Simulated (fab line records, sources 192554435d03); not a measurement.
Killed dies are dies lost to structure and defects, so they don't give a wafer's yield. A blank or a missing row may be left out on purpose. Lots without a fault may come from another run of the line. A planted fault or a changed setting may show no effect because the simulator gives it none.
Which tool did it? | flow n5_finfet | 9 lots, 27 wafers sampled, at 4 steps of a route of 1938

WHAT THE GAUGES READ, wafer by wafer
N5_HKMG_FIN_CD_MEAS_49: target cd 202 nm.
lot  | measured    | on        | cd_nm (nm)
L667 | day 4 04:42 | cd_sem-03 | 203.1 201.7 202.7
L668 | day 4 12:37 | cd_sem-02 | 202.0 201.7 202.6
L670 | day 4 22:39 | cd_sem-03 | 201.8 202.0 202.5
L673 | day 5 16:58 | cd_sem-01 | 204.0 202.6 202.9
L675 | day 6 07:53 | cd_sem-02 | 203.5 202.0 203.4
L676 | day 6 16:59 | cd_sem-02 | 201.8 201.2 201.5
L678 | day 7 02:56 | cd_sem-02 | 244.6 202.5 201.8
L687 | day 9 07:26 | cd_sem-01 | 203.1 202.0 202.3
L688 | day 9 11:53 | cd_sem-03 | 202.8 202.7 203.5

WHICH TOOL RAN EACH LOT (tool, then ch and the chambers of the sampled wafers, then the start)
lot  | N5_SDB_ALD_29                    | N5_HKMG_FIN_ALD_75              | N5_HKMG_FIN_EXPOSE_46
L667 | ald_sin-03 ch 0,2,3, day 4 00:14 | ald_hk-01 ch 0,2,3, day 4 04:22 | arfi_scanner-03 ch 0, day 4 04:35
L668 | ald_sin-03 ch 0,1,3, day 4 08:08 | ald_hk-01 ch 0,2,3, day 4 12:17 | arfi_scanner-03 ch 0, day 4 12:30
L670 | ald_sin-01 ch 0,1, day 4 18:04   | ald_hk-01 ch 2,3, day 4 22:11   | arfi_scanner-01 ch 0, day 4 22:32
L673 | ald_sin-01 ch 1,3, day 5 12:22   | ald_hk-03 ch 1,2, day 5 16:30   | arfi_scanner-03 ch 0, day 5 16:50
L675 | ald_sin-02 ch 0,1,2, day 6 02:53 | ald_hk-03 ch 0,2, day 6 07:20   | arfi_scanner-02 ch 0, day 6 07:46
L676 | ald_sin-03 ch 0,1,2, day 6 12:07 | ald_hk-03 ch 0,1,2, day 6 16:26 | arfi_scanner-01 ch 0, day 6 16:52
L678 | ald_sin-03 ch 0,1,2, day 6 22:19 | ald_hk-01 ch 0,1,2, day 7 02:31 | arfi_scanner-01 ch 0, day 7 02:49
L687 | ald_sin-03 ch 0,2,3, day 9 02:38 | ald_hk-01 ch 0,1,2, day 9 06:57 | arfi_scanner-03 ch 0, day 9 07:19
L688 | ald_sin-01 ch 0,1,2, day 9 07:12 | ald_hk-03 ch 1,2, day 9 11:32   | arfi_scanner-03 ch 0, day 9 11:46
- N5_SDB_ALD_29: deposits SiNx, target thk 30 nm, pulse time 1 s, ald cycles 600.
- N5_HKMG_FIN_ALD_75: deposits Al2O3, target thk 1 nm, co reactant pulse time 1 s.
- N5_HKMG_FIN_EXPOSE_46: exposes mask NDIPOLE.

THE ANSWER, worked out from the rows above alone
Rule: what is usual is taken from the lots themselves. Put in order of their means at a reading, lots are off if they are a third of the lots or fewer, leave a main group of 4 or more, and stand apart from it by a gap of 3 or more times the standard deviation of the main group's means; of several such gaps the widest counts. A main group whose means are all the same, to the digits that the tables above print for the reading, isn't used. A lot without any number at a reading at which 4 lots or more have one is off too. The other lots that the step has rows for count as sound.
Off: L678, at N5_HKMG_FIN_CD_MEAS_49 (cd_nm). The main group: mean 202.5 nm, standard deviation 0.53.
A tool fits if, at a process step before that reading, it ran every lot that is off, and no sound lot after the first of them. The gauges at N5_HKMG_FIN_CD_MEAS_49 are tried like those tools. Can't be told from this: 2 tools fit, arfi_scanner-01 at N5_HKMG_FIN_EXPOSE_46, cd_sem-02 at N5_HKMG_FIN_CD_MEAS_49.

WHAT THE SIMULATOR HAD PUT IN
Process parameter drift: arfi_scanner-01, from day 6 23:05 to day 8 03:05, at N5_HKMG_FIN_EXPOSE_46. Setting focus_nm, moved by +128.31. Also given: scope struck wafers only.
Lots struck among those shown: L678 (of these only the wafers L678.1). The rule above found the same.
